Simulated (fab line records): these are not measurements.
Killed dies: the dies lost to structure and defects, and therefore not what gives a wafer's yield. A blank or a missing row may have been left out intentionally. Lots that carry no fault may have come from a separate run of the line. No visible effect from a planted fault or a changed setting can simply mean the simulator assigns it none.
2 desks looking at one fault + flow n5-finfet + what lay behind the numbers comes last; until then each desk has only its own

## FROM THE METROLOGY DESK
What the gauges read, lot by lot, whatever tool the lot ran on: means of the sampled wafers that have a number. Marked OUT: a lot whose mean sits more than 4 standard deviations from the usual mean, which makes it out of limits; the brackets give that distance.
Columns: A = thk-nm at N5_ILD0_THK_MEAS_04, usual 197.7 nm
| lot  | first seen here | A     |
|------|-----------------|-------|
| L900 | day 3 12:01     | 197.3 |
| L901 | day 4 00:50     | 198.4 |
| L902 | day 4 05:04     | 198.2 |
| L905 | day 4 19:49     | 198.4 |
| L906 | day 5 01:44     | 197.2 |
| L907 | day 5 15:56     | 195.9 |
| L908 | day 5 16:49     | 197.2 |
| L909 | day 5 22:12     | 198.1 |
| L910 | day 6 03:29     | 197.2 |
| L917 | day 7 17:50     | 197.2 |
| L920 | day 8 16:09     | 196.9 |
| L922 | day 9 03:22     | 198.9 |
This desk's finding: nothing out of limits on any of the 12 lots.

## AT THE TOOL OWNER'S DESK: cmp-03
The tool's own readings at N5_ILD0_CMP_03 (polishes, stops on SiNx, t overpolish 1.9 s, target thk 197.38 nm): means of the sampled wafers that have a number, for each lot that ran on this tool. Marked OUT: a lot whose mean sits more than 4 standard deviations from the usual mean, which makes it out of limits; the brackets give that distance.
Columns: A = motor-current-A at N5_ILD0_CMP_03, usual 11.6 A; B = overpolish-run-s at N5_ILD0_CMP_03, usual 1.901 s; C = pad-life-wafers at N5_ILD0_CMP_03, usual 977; D = platen-rpm at N5_ILD0_CMP_03, usual 51.80 rpm; E = time-to-endpoint-s at N5_ILD0_CMP_03, usual 71 s
| lot  | first seen here | A    | B     | C   | D               | E  |
|------|-----------------|------|-------|-----|-----------------|----|
| L900 | day 3 11:43     | 12.1 | 1.899 | 62  | 51.76           | 66 |
| L901 | day 4 00:33     | 11.9 | 1.910 | 157 | 51.77           | 69 |
| L902 | day 4 04:46     | 11.8 | 1.905 | 187 | 51.83           | 70 |
| L905 | day 4 19:31     | 11.8 | 1.913 | 320 | 51.81           | 72 |
| L908 | day 5 16:31     | 12.1 | 1.905 | 427 | 51.80           | 68 |
| L909 | day 5 21:57     | 11.9 | 1.904 | 470 | 51.78           | 71 |
| L910 | day 6 03:16     | 12.1 | 1.904 | 512 | 51.10 (-22) OUT | 68 |
Finding of this desk: L910 out of limits; the first was L910 at day 6 03:16, on platen-rpm at N5_ILD0_CMP_03. L900, L901, L902, L905, L908, L909 stayed within limits.

## ALL TOGETHER
The tool owner's desk had the chance to raise an alarm at day 6 03:16 on L910.
The metrology desk saw nothing out of limits.
The metrology desk holds a record of L910, inside its limits.
On cmp-03, each named lot ran N5_ILD0_CMP_03.

## WHAT THE SIMULATOR HAD PUT IN
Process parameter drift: cmp-03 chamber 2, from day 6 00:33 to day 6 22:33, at N5_ILD0_CMP_03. Setting platen-rpm shifted by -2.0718 from 51.796. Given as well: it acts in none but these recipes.
Lots struck among those shown: L910.
How many hours passed from the start of the fault until each desk's first out-of-limits reading: the tool owner's desk, 3.
